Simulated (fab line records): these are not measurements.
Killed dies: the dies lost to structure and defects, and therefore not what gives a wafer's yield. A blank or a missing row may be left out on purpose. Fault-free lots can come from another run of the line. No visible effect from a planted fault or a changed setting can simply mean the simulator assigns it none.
A lot that was struck, set against a sound lot + flow nand_harc + 15 steps out of a route of 1159
Sound: wafers L179.1, L179.2, L179.6. Struck: wafer L172.2. (L172.4 of the same lot was not struck and is left out.) The cause comes at the end.
For every step that has rows: the tool of each side, followed by ch and its chambers, followed by its first start. Under that, the readings that differ: sound wafers + struck wafers + difference of the means + sigmas: that difference in standard deviations of wafers without a fault.
alike: readings whose means differ by less than 2 such deviations, and words and numbers that are the same on both sides. not compared: withheld readings, readings that some wafer has no value for, bounds like >300 that may hide the same value, and numbers for which the record gives no deviation and whose values overlap.
Wherever a step has rows on one side only, a row that says differs or no value, or a row with sigmas, the two part there. Numbers that don't overlap but have no deviation are shown without sigmas and don't part them. A reading that every wafer of one side lacks parts them only if that side has two wafers or more.

first, 3 steps without rows for these wafers: NHARC_A_CHANNEL_HOLE_D1_STRIP_41 (strips in N2/H2); NHARC_A_CHANNEL_HOLE_D1_STRIP_42 (strips in CF4/CHF3); NHARC_A_CHANNEL_HOLE_D1_STRIP_43 (strips in O2/COS).
NHARC_A_CHANNEL_HOLE_D1_ETCH_44: etches the open film in CF4/O2, target depth 140 nm, overetch 14 nm, time 77 s.
  sound on rie_diel-01 ch 0,2,3, day 12 15:52; struck on rie_diel-01 ch 0, day 11 02:16
| reading                | sound                | struck | difference | sigmas |
|------------------------|----------------------|--------|------------|--------|
| throttle_valve_pct (%) | 13.376 13.390 13.394 | 13.422 | +0.035     | +4     |
  alike: drypump_motor_current_A, oes_product_au, rf_vpp_V, showerhead_plenum_p_Torr
  not compared: rf_hours_counter_h
NHARC_A_CHANNEL_HOLE_D1_STRIP_27: strips in O2.
  sound: rie_diel-01 ch 2,3; struck: rie_diel-01 ch 1
  alike: drypump_motor_current_A, oes_product_au, rf_vpp_V, showerhead_plenum_p_Torr, throttle_valve_pct
  not compared: rf_hours_counter_h
then, 2 steps without rows for these wafers: NHARC_A_CHANNEL_HOLE_D1_PRECLEAN_28 (cleans in SC1); NHARC_A_CHANNEL_HOLE_D1_SRD_29.
NHARC_A_CHANNEL_HOLE_D1_CD_MEAS_30:
  sound on cd_sem-02, day 12 16:46; struck on cd_sem-03, day 11 03:04
| reading    | sound          | struck | difference | sigmas |
|------------|----------------|--------|------------|--------|
| cd_nm (nm) | 91.5 90.4 92.1 | 88.2   | -3.1       | -3     |
NHARC_A_CHANNEL_HOLE_D1_XSEM_31:
  sound on xsem-02 ch 0, day 12 16:52; struck on xsem-02 ch 0, day 11 03:10
| reading        | sound          | struck | difference | sigmas |
|----------------|----------------|--------|------------|--------|
| bot_cd_nm (nm) | 76.1 75.1 76.4 | 72.5   | -3.4       | -3     |
  alike: bow_nm, tilt_deg
NHARC_A_CHANNEL_HOLE_D1_INSPECT_40:
  sound on defect_inspect-01, day 12 16:58; struck on defect_inspect-02, day 11 03:15
  alike: raw_defect_count
then, 2 steps without rows for these wafers: NHARC_A_CHANNEL_FILL_D1_PRECLEAN_00 (cleans in SC1); NHARC_A_CHANNEL_FILL_D1_SRD_01.
NHARC_A_CHANNEL_FILL_D1_ALD_02: deposits SiO2, target thk 6 nm, pulse time 10 s, ald cycles 60.
  sound on ald_hk-03 ch 2,3, day 12 20:48; struck on ald_hk-01 ch 1, day 11 05:14
| reading    | sound    | struck | difference | sigmas |
|------------|----------|--------|------------|--------|
| ald_cycles | 60 60 60 | 65     | +5         |        |
  alike: heater_power_w, precursor_pulse_height_rel
  not compared: since_wet_clean_h
NHARC_A_CHANNEL_FILL_D1_ALD_03: deposits SiNx, target thk 6 nm, pulse time 60 s, ald cycles 58.
  sound: ald_sin_batch-02 ch 0; struck: ald_sin_batch-02 ch 0
  alike: precursor_pulse_height_rel
  not compared: ald_cycles
NHARC_END_SORT_01:
  the record has rows for the sound wafers here (prober-01 ch 0, day 24 02:26) and none for the struck ones

== WHERE THEY PART ==
Earliest at NHARC_A_CHANNEL_HOLE_D1_ETCH_44; latest, in this record, at NHARC_END_SORT_01.

WHY: the cause the simulator had injected
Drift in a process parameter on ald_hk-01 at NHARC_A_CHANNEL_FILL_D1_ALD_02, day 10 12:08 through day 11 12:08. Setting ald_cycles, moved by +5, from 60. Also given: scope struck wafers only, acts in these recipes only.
